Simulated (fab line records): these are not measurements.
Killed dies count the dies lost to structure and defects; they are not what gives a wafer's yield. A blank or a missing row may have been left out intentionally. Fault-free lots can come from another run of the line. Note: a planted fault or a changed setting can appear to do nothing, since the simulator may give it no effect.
Matching of chambers ; flow n5Finfet ; 4 sister chambers for N5_BEOL_M8_ETCH_65 on rieDiel-06
The step etches SiARC in CF4, target depth 15.6 nm, time 26 s. 16 wafers are shown with their chamber, then 8 later ones without.

== WAFERS, EACH WITH ITS CHAMBER ==
wafer;chamber;drypumpMotorCurrentA (A);showerheadPlenumPTorr (Torr);oesProductAu (a.u.)
L074.4;3;6.6;2.16;0.68
L074.5;0;6.2;2.10;0.73
L074.6;1;4.8;2.04;0.62
L077.1;2;5.4;2.09;0.67
L077.2;0;6.2;2.10;0.72
L077.5;1;4.8;2.04;0.62
L079.3;0;6.2;2.10;0.71
L079.4;3;6.6;2.16;0.66
L079.5;2;5.4;2.08;0.65
L081.2;3;6.6;2.16;0.66
L081.4;0;6.2;2.10;0.71
L081.5;1;4.9;2.04;0.61
L086.3;3;6.6;2.15;0.65
L086.4;1;4.8;2.04;0.61
L086.5;0;6.2;2.09;0.71
L091.1;2;5.4;2.07;0.65

SIGNATURES, as means of the wafers listed above
reading;chamber 0;chamber 1;chamber 2;chamber 3;scatter within a chamber
drypumpMotorCurrentA;6.200;4.825;5.400;6.600;0.025
showerheadPlenumPTorr;2.0980;2.0400;2.0800;2.1575;0.00544
oesProductAu;0.7160;0.6150;0.6567;0.6625;0.00984
Rule: a wafer's distance from a chamber is the root of the sum, over the readings, of the square of ((its reading less the chamber's mean) divided by the reading's scatter). The wafer belongs to the nearest chamber; if the next one is less than 2 further off, it can't be placed. How the scatter is found: for the shown wafers, subtract from each reading the mean of its chamber, square and add these, divide the total by (wafers less chambers), then take the root.

== WAFERS MISSING THEIR CHAMBER ==
wafer;drypumpMotorCurrentA (A);showerheadPlenumPTorr (Torr);oesProductAu (a.u.)
L091.2;6.6;2.15;0.65
L091.3;6.2;2.09;0.69
L093.2;4.8;2.03;0.60
L093.3;6.2;2.09;0.68
L093.4;5.5;2.07;0.64
L097.2;6.6;2.15;0.64
L097.4;5.4;2.07;0.64
L097.5;6.6;2.15;0.64

== WHICH CHAMBER EACH WENT THROUGH ==
wafer;from the rows above;in truth
L091.2;3;3
L091.3;0;0
L093.2;1;1
L093.3;0;0
L093.4;2;2
L097.2;3;3
L097.4;2;2
L097.5;3;3
Correctly placed: 8 of 8. From these rows, 0 cannot be placed. Placed wrongly: 0.
